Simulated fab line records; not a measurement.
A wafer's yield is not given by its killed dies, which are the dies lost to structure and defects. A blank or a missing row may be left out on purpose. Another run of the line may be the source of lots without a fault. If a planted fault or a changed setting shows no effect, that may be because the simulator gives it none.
A struck lot beside a sound one ; flow n5Finfet ; 16 out of 1938 route steps
Sound: wafers L934.1, L934.5, L934.6. Struck: wafer L945.6; the same lot's L945.4 was not struck, so it is left out; see the end for the cause.
Order at every step that has rows: each side's tool, ch and its chambers, its first start. Under that, the readings that differ: sound wafers ; struck wafers ; difference of the means ; sigmas: that difference in standard deviations of wafers without a fault.
alike: same words and numbers on both sides, and readings whose means sit less than 2 such deviations apart. not compared: any withheld reading, any reading some wafer has no value for, any bound like >300 that may hide the same value, and any number with overlapping values for which the record gives no deviation.
The two part at a step that has a row with sigmas, a row that says differs or no value, or rows on one side only. Numbers that don't overlap but have no deviation are shown without sigmas and don't part them. Lack of a reading on every wafer of one side parts them only where that side has two or more wafers.

first, 6 steps without rows for these wafers: N5_BEOL_M0_DEGAS_112 (time 60 s); N5_BEOL_M0_PRE_CLEAN_113 (time 30 s); N5_BEOL_M0_ALD_136 (deposits TaN, pulse time 2 s, purge time 3 s, co reactant purge time 2 s); N5_BEOL_M0_SURFACE_TREAT_137; N5_BEOL_M0_CVD_115 (deposits Co from CCTBA/H2, time 120 s); N5_BEOL_M0_SPUTTER_116 (material Cu, target thk 4 nm, time 7.37 s).
N5_BEOL_M0_ANNEAL_117: time 60 s.
  sound: pvdSputter-03 at day 6 19:08; struck: pvdSputter-01 at day 9 16:09
  alike: heaterPowerW
N5_BEOL_M0_SPUTTER_132: material Cu, target thk 4 nm, time 7.37 s.
  sound: pvdSputter-03 at day 6 19:11; struck: pvdSputter-01 at day 9 16:11
  alike: chuckGasFlowSccm, throttleValvePct
then, 1 step without rows for these wafers: N5_BEOL_M0_ANNEAL_133 (time 60 s).
N5_BEOL_M0_SPUTTER_134: material Cu, target thk 4 nm, time 7.37 s.
  sound: pvdSputter-03 at day 6 19:18; struck: pvdSputter-01 at day 9 16:19
  alike: chuckGasFlowSccm, throttleValvePct
N5_BEOL_M0_ANNEAL_135: time 60 s.
  sound: pvdSputter-03 at day 6 19:23; struck: pvdSputter-01 at day 9 16:23
  alike: heaterPowerW
N5_BEOL_M0_SPUTTER_141: material Cu, target thk 4 nm, time 7.37 s.
  sound: pvdSputter-03 at day 6 19:25; struck: pvdSputter-01 at day 9 16:26
  alike: chuckGasFlowSccm, throttleValvePct
N5_BEOL_M0_ECD_118: material Cu, target thk 300 nm.
  sound on ecdCu-01 ch 0,1, day 6 19:32; struck on ecdCu-01 ch 0, day 9 16:34
reading;sound;struck;difference;sigmas
model.Cu_of_BEOL_M0_ECD_118.thkNm (nm);300.8 303 300.4;593.6;+292.2;
then, 1 step without rows for these wafers: N5_BEOL_M0_ANNEAL_119 (time 90 s).
N5_BEOL_M0_CMP_120: polishes, stops on SiOC, t overpolish 6.9 s.
  sound on cmp-01 ch 2,3, day 6 20:15; struck on cmp-01 ch 1, day 9 16:55
reading;sound;struck;difference;sigmas
timeToEndpointS (s);61.5 60.0 64.0;121.6;+59.8;+21
  alike: headPressurePsi, motorCurrentA, retainingRingPressureFrac, slurryFlowMlMin
  not compared: padLifeWafers
N5_BEOL_M4_RC_MEAS_101:
  sound on prober-01 ch 0, day 8 20:00; struck on prober-01 ch 0, day 11 11:01
  alike: DIBL_N, DIBL_P, IOFF_N, IOFF_P, ION_N, ION_P, SS_N, SS_P, VT_N, VT_P

WHERE THEY PART
N5_BEOL_M0_CMP_120 only, going by this record. Later steps at which nothing parts them and some readings are alike: N5_BEOL_M4_RC_MEAS_101.

WHY: what the simulator had put in
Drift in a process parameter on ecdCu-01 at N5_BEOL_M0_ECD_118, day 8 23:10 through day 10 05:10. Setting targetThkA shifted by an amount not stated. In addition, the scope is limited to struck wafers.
